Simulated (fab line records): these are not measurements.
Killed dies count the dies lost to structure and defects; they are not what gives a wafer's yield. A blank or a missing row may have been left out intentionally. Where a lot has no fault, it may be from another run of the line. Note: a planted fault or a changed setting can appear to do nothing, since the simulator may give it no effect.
Split-lot trial || flow n5_finfet || route with 1938 steps; 7 lots, 21 wafers read

THE SPLIT ITSELF
At N5_BEOL_M1_TRENCH_ETCH_37 (etches SiOC in C4F6/O2, target depth 55.207 nm, time 29 s), the setting time_s was moved away from the recipe's 29 s on 5 of the 21 wafers read, by -6.7% to +18.1%. All remaining wafers had this setting at the recipe value.

FROM THE SPLIT TO THE READING: what the file shows between them, 2 steps
- N5_BEOL_M1_ETCH_41: etches SiCN in CH3F/O2, target depth 31.9 nm, time 57.8 s
- N5_BEOL_M1_STRIP_97: strips in N2/H2, time 10 s

THE READING
trench_depth_nm, in nm, at N5_BEOL_M1_OCD_MEAS_38. Fault-free wafers of this fab line usually give 55.1 nm, standard deviation 1.1 nm.

{"wafer": "L074.1", "tool, chamber at the split": "rie_diel-03, 0", "time_s as run, s": 27.22, "against the recipe": "-6.1%", "trench_depth_nm, nm": 53.4, "against lot-mates on the recipe": -1.0}
{"wafer": "L074.2", "tool, chamber at the split": "rie_diel-03, 2", "time_s as run, s": 29, "against the recipe": "recipe", "trench_depth_nm, nm": 54.8, "against lot-mates on the recipe": "-"}
{"wafer": "L074.5", "tool, chamber at the split": "rie_diel-03, 2", "time_s as run, s": 29, "against the recipe": "recipe", "trench_depth_nm, nm": 54.0, "against lot-mates on the recipe": "-"}
{"wafer": "L081.1", "tool, chamber at the split": "rie_diel-06, 3", "time_s as run, s": 29, "against the recipe": "recipe", "trench_depth_nm, nm": 55.4, "against lot-mates on the recipe": "-"}
{"wafer": "L081.5", "tool, chamber at the split": "rie_diel-06, 1", "time_s as run, s": 29, "against the recipe": "recipe", "trench_depth_nm, nm": 55.5, "against lot-mates on the recipe": "-"}
{"wafer": "L081.6", "tool, chamber at the split": "rie_diel-06, 0", "time_s as run, s": 29, "against the recipe": "recipe", "trench_depth_nm, nm": 55.7, "against lot-mates on the recipe": "-"}
{"wafer": "L089.3", "tool, chamber at the split": "rie_diel-03, 2", "time_s as run, s": 29, "against the recipe": "recipe", "trench_depth_nm, nm": 55.5, "against lot-mates on the recipe": "-"}
{"wafer": "L089.5", "tool, chamber at the split": "rie_diel-03, 0", "time_s as run, s": 29, "against the recipe": "recipe", "trench_depth_nm, nm": 56.1, "against lot-mates on the recipe": "-"}
{"wafer": "L089.6", "tool, chamber at the split": "rie_diel-03, 3", "time_s as run, s": 29, "against the recipe": "recipe", "trench_depth_nm, nm": 53.7, "against lot-mates on the recipe": "-"}
{"wafer": "L090.1", "tool, chamber at the split": "rie_diel-03, 1", "time_s as run, s": 29, "against the recipe": "recipe", "trench_depth_nm, nm": 55.8, "against lot-mates on the recipe": "-"}
{"wafer": "L090.2", "tool, chamber at the split": "rie_diel-03, 0", "time_s as run, s": 29, "against the recipe": "recipe", "trench_depth_nm, nm": 56.6, "against lot-mates on the recipe": "-"}
{"wafer": "L090.4", "tool, chamber at the split": "rie_diel-03, 2", "time_s as run, s": 34.26, "against the recipe": "+18.1%", "trench_depth_nm, nm": 65.5, "against lot-mates on the recipe": "+9.3"}
{"wafer": "L091.2", "tool, chamber at the split": "rie_diel-04, 3", "time_s as run, s": 29, "against the recipe": "recipe", "trench_depth_nm, nm": 55.3, "against lot-mates on the recipe": "-"}
{"wafer": "L091.3", "tool, chamber at the split": "rie_diel-04, 1", "time_s as run, s": 29, "against the recipe": "recipe", "trench_depth_nm, nm": 52.4, "against lot-mates on the recipe": "-"}
{"wafer": "L091.4", "tool, chamber at the split": "rie_diel-04, 0", "time_s as run, s": 29, "against the recipe": "recipe", "trench_depth_nm, nm": 54.7, "against lot-mates on the recipe": "-"}
{"wafer": "L093.1", "tool, chamber at the split": "rie_diel-03, 2", "time_s as run, s": 33, "against the recipe": "+13.8%", "trench_depth_nm, nm": 64.5, "against lot-mates on the recipe": "+8.7"}
{"wafer": "L093.3", "tool, chamber at the split": "rie_diel-03, 0", "time_s as run, s": 33, "against the recipe": "+13.8%", "trench_depth_nm, nm": 65.6, "against lot-mates on the recipe": "+9.8"}
{"wafer": "L093.4", "tool, chamber at the split": "rie_diel-03, 1", "time_s as run, s": 29, "against the recipe": "recipe", "trench_depth_nm, nm": 55.8, "against lot-mates on the recipe": "-"}
{"wafer": "L096.2", "tool, chamber at the split": "rie_diel-03, 1", "time_s as run, s": 29, "against the recipe": "recipe", "trench_depth_nm, nm": 56.2, "against lot-mates on the recipe": "-"}
{"wafer": "L096.3", "tool, chamber at the split": "rie_diel-03, 2", "time_s as run, s": 27.07, "against the recipe": "-6.7%", "trench_depth_nm, nm": 52.5, "against lot-mates on the recipe": -3.7}
{"wafer": "L096.5", "tool, chamber at the split": "rie_diel-03, 0", "time_s as run, s": 29, "against the recipe": "recipe", "trench_depth_nm, nm": 56.1, "against lot-mates on the recipe": "-"}

FIT RESULTS
A straight line over all 21 wafers: trench_depth_nm changes by +0.604 nm for each +1% of time_s; r = +0.95; the points scatter about the line by 1.2 nm.
The same after taking each lot's own level away (the mean of its wafers on the recipe; 21 wafers): +0.565 nm for each +1%; r = +0.96; scatter 1 nm.
Per that fit: largest time_s move, reading shift of 10 nm.
Measured against the standard deviation above, the lots' own levels, which go from 54.13 to 56.20 nm, span 1.9 times it.
Consequently the slope shifts little with the lot-to-lot level, the two slopes agreeing.
Check: with one of the wafers moved furthest among these (+18.1%) left out of the fit, the line predicts +11.3 nm for it against its lot-mates. It came out at +9.3 nm against them.

OTHER SPLITS ON THESE WAFERS
Before the reading, these wafers also passed through other splits. Each is held against what the fit with the lots' levels taken away leaves over:
{"other split on the same wafers": "N5_GATE_CUT_COAT_27 spin_rpm", "wafers away from the commonest value": 8, "r with trench_depth_nm (lot level and that fit taken away)": "+0.19"}
{"other split on the same wafers": "N5_MOL_CONTACT_COAG_COAT_103 spin_rpm", "wafers away from the commonest value": 10, "r with trench_depth_nm (lot level and that fit taken away)": -0.07}
{"other split on the same wafers": "N5_MOL_CONTACT_COAG_ALD_133 ald_cycles", "wafers away from the commonest value": 6, "r with trench_depth_nm (lot level and that fit taken away)": "+0.41"}
{"other split on the same wafers": "N5_BEOL_M0_SAQP_MANDREL_ETCH_20 icp_w", "wafers away from the commonest value": 8, "r with trench_depth_nm (lot level and that fit taken away)": "+0.01"}
{"other split on the same wafers": "N5_BEOL_M1_VIA_ETCH_34 bias_w", "wafers away from the commonest value": 8, "r with trench_depth_nm (lot level and that fit taken away)": "+0.01"}

THE WHOLE CHAIN: every reading that the file lists as answering this split, in the file's order
{"step": "N5_BEOL_M1_TRENCH_ETCH_37", "what it does": "etches SiOC in C4F6/O2, target depth 55.207 nm, time 29 s", "reading": "BEOL_M1.feature_depth_nm (the simulator's own value, which no gauge read)", "change (the file's fit)": "+0.564 nm for each +1% of the setting", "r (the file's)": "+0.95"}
{"step": "N5_BEOL_M1_TRENCH_ETCH_37", "what it does": "etches SiOC in C4F6/O2, target depth 55.207 nm, time 29 s", "reading": "etch.depth_nm (the simulator's own value, which no gauge read)", "change (the file's fit)": "+0.566 nm for each +1% of the setting", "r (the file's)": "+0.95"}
{"step": "N5_BEOL_M1_OCD_MEAS_38", "what it does": "", "reading": "trench_depth_nm", "change (the file's fit)": "+0.544 nm for each +1% of the setting", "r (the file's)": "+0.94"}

THE FILE'S OWN FIT
trench_depth_nm changes by +0.544 nm for each +1% of time_s, r = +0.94.
